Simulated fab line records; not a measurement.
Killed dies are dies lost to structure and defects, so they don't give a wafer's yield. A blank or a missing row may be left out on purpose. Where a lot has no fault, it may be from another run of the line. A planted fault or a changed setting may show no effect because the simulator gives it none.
Chamber matching :: flow n5Finfet :: N5_BEOL_M0_SAQP_ETCH_83 on rieDiel-03: 4 sister chambers
The step etches SiARC in CF4, target depth 39 nm, time 65 s. 8 wafers are shown with their chamber, then 9 later ones without.

WAFERS, EACH WITH ITS CHAMBER
wafer: L077.5
chamber: 3
drypumpMotorCurrentA (A): 5.6
throttleValvePct (%): 15.72

wafer: L081.1
chamber: 3
drypumpMotorCurrentA (A): 5.6
throttleValvePct (%): 15.74

wafer: L084.1
chamber: 1
drypumpMotorCurrentA (A): 6.1
throttleValvePct (%): 15.40

wafer: L084.3
chamber: 0
drypumpMotorCurrentA (A): 6.4
throttleValvePct (%): 15.70

wafer: L084.4
chamber: 2
drypumpMotorCurrentA (A): 5.4
throttleValvePct (%): 15.49

wafer: L091.1
chamber: 0
drypumpMotorCurrentA (A): 6.4
throttleValvePct (%): 15.71

wafer: L091.2
chamber: 1
drypumpMotorCurrentA (A): 6.0
throttleValvePct (%): 15.41

wafer: L091.4
chamber: 2
drypumpMotorCurrentA (A): 5.5
throttleValvePct (%): 15.48

WAFERS WITHOUT THEIR CHAMBER
wafer: L092.1
drypumpMotorCurrentA (A): 6.0
throttleValvePct (%): 15.43

wafer: L092.2
drypumpMotorCurrentA (A): 6.4
throttleValvePct (%): 15.71

wafer: L092.6
drypumpMotorCurrentA (A): 6.0
throttleValvePct (%): 15.41

wafer: L093.1
drypumpMotorCurrentA (A): 6.4
throttleValvePct (%): 15.71

wafer: L093.3
drypumpMotorCurrentA (A): 5.6
throttleValvePct (%): 15.79

wafer: L093.6
drypumpMotorCurrentA (A): 5.4
throttleValvePct (%): 15.51

wafer: L097.2
drypumpMotorCurrentA (A): 5.6
throttleValvePct (%): 15.80

wafer: L097.5
drypumpMotorCurrentA (A): 5.4
throttleValvePct (%): 15.52

wafer: L097.6
drypumpMotorCurrentA (A): 5.6
throttleValvePct (%): 15.80

EACH ONE'S CHAMBER
wafer: L092.1
from the rows above: 1
in truth: 1

wafer: L092.2
from the rows above: 0
in truth: 0

wafer: L092.6
from the rows above: 1
in truth: 1

wafer: L093.1
from the rows above: 0
in truth: 0

wafer: L093.3
from the rows above: 3
in truth: 3

wafer: L093.6
from the rows above: 2
in truth: 2

wafer: L097.2
from the rows above: 3
in truth: 3

wafer: L097.5
from the rows above: 2
in truth: 2

wafer: L097.6
from the rows above: 3
in truth: 3
Correct placement for 9 of the 9. Can't be placed from these rows: 0. 0 placed wrongly.
How it was worked out, from the rows above alone: a wafer's distance from a chamber is the root of the sum, over the readings, of the square of ((its reading less the chamber's mean) divided by the reading's scatter). If the next closest chamber is less than 2 further off than the closest, the wafer can't be placed; otherwise it belongs to the closest. For every chamber, the mean is computed from those of its wafers that are shown. The scatter: take each reading less its chamber's mean, square it, sum over the shown wafers, divide by the number of wafers less the number of chambers, and take the root.
